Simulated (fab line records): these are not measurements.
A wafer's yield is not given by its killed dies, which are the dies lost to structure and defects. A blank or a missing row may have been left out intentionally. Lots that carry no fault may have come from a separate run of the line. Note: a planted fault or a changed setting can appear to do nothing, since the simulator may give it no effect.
The tool behind it: which one?    flow nandHarc    6 lots with 18 wafers sampled at 4 steps, on a route of 1159 steps

## WHAT THE GAUGES READ, wafer by wafer
NHARC_P_CONTACT_INSPECT_27.
lot   measured      on                rawDefectCount
L984  day 6 16:35   defectInspect-02  238 600 539
L992  day 9 00:49   defectInspect-01  315 322 381
L994  day 9 14:23   defectInspect-01  2584 2362 2409
L997  day 9 21:13   defectInspect-02  2424 2235 2457
L101  day 10 16:07  defectInspect-02  169 140 102
L104  day 11 17:28  defectInspect-01  286 279 260

## EACH LOT AND THE TOOL THAT RAN IT (in order: tool; ch and the chambers of the sampled wafers; start)
lot   NHARC_P_CONTACT_ETCH_18                       NHARC_P_CONTACT_DEGAS_38     NHARC_P_CONTACT_CMP_24
L984  rieDiel-09 ch 0,1, day 6 06:08 or earlier     pvdSputter-01, day 6 06:08   cmp-04 ch 0,2,3, day 6 16:14
L992  rieDiel-09 ch 0,2,3, day 8 22:06 or earlier   pvdSputter-02, day 8 22:06   cmp-03 ch 0,1, day 9 00:26
L994  rieDiel-08 ch 1,2,3, day 9 06:43 or earlier   pvdSputter-02, day 9 06:43   cmp-03 ch 0,1,2, day 9 13:59
L997  rieDiel-09 ch 0,1,2, day 9 10:25 or earlier   pvdSputter-01, day 9 10:25   cmp-04 ch 1,2, day 9 20:50
L101  rieDiel-09 ch 0,1, day 10 13:02 or earlier    pvdSputter-03, day 10 13:02  cmp-04 ch 0,1, day 10 15:43
L104  rieDiel-09 ch 0,1,3, day 11 09:44 or earlier  pvdSputter-02, day 11 09:44  cmp-04 ch 0,1,2, day 11 17:04
- NHARC_P_CONTACT_ETCH_18: etches the open film in C4F8/O2/Ar, target depth 481 nm, time 240.5 s.
- NHARC_P_CONTACT_DEGAS_38: time 60 s.
- NHARC_P_CONTACT_CMP_24: polishes, t overpolish 30 s, target thk 200 nm.

## THE ANSWER, worked out from the rows above alone
Rule: usual is defined by the lots themselves. Put in order of their means at a reading, lots are off if they are a third of the lots or fewer, leave a main group of 4 or more, and stand apart from it by a gap of 3 or more times the standard deviation of the main group's means; of several such gaps the widest counts. If all means in a main group match to the digits the tables above print for the reading, that group is not used. Also off: a lot with no number at a reading for which 4 or more lots have one. The other lots that the step has rows for count as sound.
Off, at NHARC_P_CONTACT_INSPECT_27 on rawDefectCount: L994, L997. Mean 303 and standard deviation 1.2e+02 in the main group.
If a tool, at a process step before that reading, ran all the lots that are off and no sound lot after the first of them, it fits. The gauges at NHARC_P_CONTACT_INSPECT_27 are tried like those tools. Because NHARC_P_CONTACT_ETCH_18 lacks a start for some lots, the hours and order of its lots are taken from NHARC_P_CONTACT_DEGAS_38. No candidate that was tried fits.

## WHAT HAD BEEN PUT IN BY THE SIMULATOR
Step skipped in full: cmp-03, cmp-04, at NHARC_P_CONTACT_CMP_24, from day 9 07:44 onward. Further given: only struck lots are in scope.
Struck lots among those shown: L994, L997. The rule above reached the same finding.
